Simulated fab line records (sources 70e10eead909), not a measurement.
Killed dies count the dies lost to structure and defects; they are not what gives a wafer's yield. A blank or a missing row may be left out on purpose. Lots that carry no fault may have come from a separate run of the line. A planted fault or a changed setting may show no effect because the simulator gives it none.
What tool caused it?	flow nand_harc	72 wafers from 24 lots sampled at 3 of the route's 1302 steps

## WHAT THE GAUGES SHOWED, per wafer
NHARC_A_DECK1_JOINT_THK_MEAS_14: measures by ellipsometry. Usual: thk_nm 51.4 nm, standard deviation 1.4.
lot	measured	on	thk_nm (nm)	flag
L074	day 11 09:19	film_metro-01	50.4 52.8 51.3	
L076	day 12 04:46	film_metro-01	50.2 53.0 50.7	
L075	day 12 04:46	film_metro-02	52.2 50.0 49.3	
L077	day 12 10:49	film_metro-01	50.1 50.3 50.2	
L078	day 12 19:04	film_metro-02	54.0 52.8 50.9	
L079	day 13 18:13	film_metro-01	50.5 51.7 51.4	
L080	day 13 18:16	film_metro-01	49.9 51.1 48.5	
L081	day 14 16:40	film_metro-01	51.7 52.6 50.7	
L082	day 15 11:20	film_metro-01	50.6 53.1 52.5	
L083	day 15 17:21	film_metro-01	52.0 51.9 49.2	
L084	day 15 22:39	film_metro-02	50.1 49.7 50.0	
L085	day 16 04:09	film_metro-02	49.5 53.5 51.5	
L086	day 16 04:15	film_metro-01	48.5 51.2 51.9	
L087	day 16 13:25	film_metro-01	50.4 49.9 51.2	
L088	day 17 21:39	film_metro-02	52.4 50.5 52.4	
L089	day 18 02:16	film_metro-02	53.2 51.4 53.5	
L091	day 18 05:44	film_metro-02	53.1 52.4 50.7	
L092	day 18 12:11	film_metro-01	51.1 53.0 53.2	
L090	day 18 12:11	film_metro-02	52.9 51.5 50.2	
L093	day 19 06:44	film_metro-01	51.0 50.7 52.3	
L094	day 19 19:50	film_metro-02	54.5 51.9 51.8	
L095	day 20 11:09	film_metro-01	51.3 49.2 50.3	
L096	day 20 21:41	film_metro-02	52.1 53.9 51.2	
L097	day 21 04:22	film_metro-01	50.3 49.1 50.1	

NHARC_A_CHANNEL_HOLE_D2_CD_MEAS_10: target cd 100 nm. Usual: cd_nm 100.0 nm, standard deviation 0.57.
lot	measured	on	cd_nm (nm)	flag
L074	day 13 00:20	cd_sem-01	99.4 100.2 99.7	
L076	day 13 22:33	cd_sem-01	100.4 100.1 100.7	
L075	day 13 20:31	cd_sem-02	99.9 99.8 100.2	
L077	day 14 04:17	cd_sem-03	99.5 99.7 99.6	
L078	day 14 14:01	cd_sem-01	100.4 100.1 100.1	
L079	day 15 10:39	cd_sem-02	100.4 99.3 99.2	
L080	day 15 11:03	cd_sem-01	99.9 99.6 99.6	
L081	day 16 06:12	cd_sem-02	100.2 99.6 99.6	
L082	day 17 03:53	cd_sem-02	100.4 100.5 100.4	
L083	day 17 10:19	cd_sem-02	100.4 100.3 100.2	
L084	day 17 21:07	cd_sem-03	100.6 100.3 100.7	
L085	day 17 20:21	cd_sem-03	100.5 99.6 99.8	
L086	day 17 20:32	cd_sem-02	100.1 100.3 99.4	
L087	day 18 09:25	cd_sem-02	100.7 100.2 101.0	
L088	day 19 11:25	cd_sem-01	100.4 101.1 100.3	
L089	day 19 19:39	cd_sem-03	100.3 100.4 99.8	
L091	day 19 19:29	cd_sem-01	99.3 100.1 99.0	
L092	day 20 08:27	cd_sem-02	98.5 98.0 98.7	
L090	day 20 07:18	cd_sem-01	100.9 99.1 100.1	
L093	day 20 23:32	cd_sem-01	100.0 99.2 99.4	
L094	day 21 14:55	cd_sem-03	99.7 99.9 99.7	
L095	day 22 08:47	cd_sem-03	99.9 100.4 100.8	
L096	day 22 11:09	cd_sem-02	100.7 99.9 100.0	
L097	day 22 19:40	cd_sem-03	99.5 99.4 100.2	

NHARC_A_CHANNEL_HOLE_D2_OVL_MEAS_11. Usual: overlay_x_nm 0.1 nm, standard deviation 0.83; overlay_y_nm -0.2 nm, standard deviation 0.79.
lot	measured	on	overlay_x_nm (nm)	overlay_y_nm (nm)	flag
L074	day 13 00:26	overlay-01	0.3 0.3 0.3	-1.4 -1.2 -1.2	
L076	day 13 22:38	overlay-02	0.1 0.1 0.6	1.0 0.4 0.0	
L075	day 13 20:37	overlay-02	-0.4 0.5 0.0	-0.1 -0.3 -0.7	
L077	day 14 04:22	overlay-02	-1.2 -1.2 -0.9	-0.9 -0.8 -0.7	
L078	day 14 14:06	overlay-02	0.9 0.5 0.9	0.1 0.0 0.2	
L079	day 15 10:44	overlay-02	0.0 0.3 -0.2	-0.2 -0.2 -0.5	
L080	day 15 11:08	overlay-01	-0.5 -0.1 -0.5	-1.2 -0.3 -0.5	
L081	day 16 06:17	overlay-01	2.1 2.2 1.9	-1.0 -0.4 -0.8	
L082	day 17 03:58	overlay-01	0.8 0.9 0.4	1.4 1.5 1.5	
L083	day 17 10:25	overlay-02	1.1 0.7 0.8	1.5 1.2 1.1	
L084	day 17 21:11	overlay-01	0.8 0.4 -0.1	0.0 -0.5 -0.5	
L085	day 17 20:26	overlay-01	-1.5 -1.7 -2.0	-0.3 -0.3 -0.6	
L086	day 17 20:37	overlay-02	-0.8 0.2 -0.4	-0.1 0.5 -0.3	
L087	day 18 09:31	overlay-01	0.3 0.1 0.0	-0.6 0.0 0.1	
L088	day 19 11:30	overlay-02	0.7 0.5 0.8	-1.4 -0.9 -0.9	
L089	day 19 19:44	overlay-02	-0.4 -0.3 -0.4	-0.8 -0.9 -0.4	
L091	day 19 19:34	overlay-01	-1.9 -1.5 -1.7	-0.7 -1.0 -0.5	
L092	day 20 08:32	overlay-02	-0.9 -0.4 -0.5	-1.6 -1.2 -1.3	
L090	day 20 07:23	overlay-01	0.2 0.3 0.2	-0.8 -0.5 0.1	
L093	day 20 23:38	overlay-02	-0.1 0.8 0.2	0.1 0.0 0.4	
L094	day 21 15:00	overlay-01	0.5 0.8 1.2	0.3 0.5 -0.2	
L095	day 22 08:53	overlay-01	0.8 0.7 0.4	-0.5 -0.9 -0.9	
L096	day 22 11:14	overlay-01	0.0 0.0 0.1	0.5 1.5 0.5	
L097	day 22 19:45	overlay-02	0.5 0.1 0.3	-1.2 -1.1 -0.9	

## WHICH TOOL RAN EACH LOT (tool, then ch and the chambers of the sampled wafers, then the start)
No process step before these readings appears in the record.

## AS READ BY THE TOOLS THEMSELVES (means over the sampled wafers that have a number; for cases with no such wafer, the mark the record gives instead)
The record holds no such reading with a usual standard deviation.

## THE ANSWER, worked out from the rows above alone
Rule: lot off if the mean of its wafers having a number is beyond 3 standard deviations from the usual mean. A lot without any number at a reading at which 4 lots or more have one is off too. The other lots that the step has rows for count as sound. Order of review: gauges by route order, followed by the tools' own readings, for which a lot's mean as printed above is used. The first step at which some lot is off is used, and at that step the reading that is off furthest; a lot without a number counts as furthest.
None of the lots is off at any reading shown; this tells nothing.

## WHAT WAS PUT IN BY THE SIMULATOR
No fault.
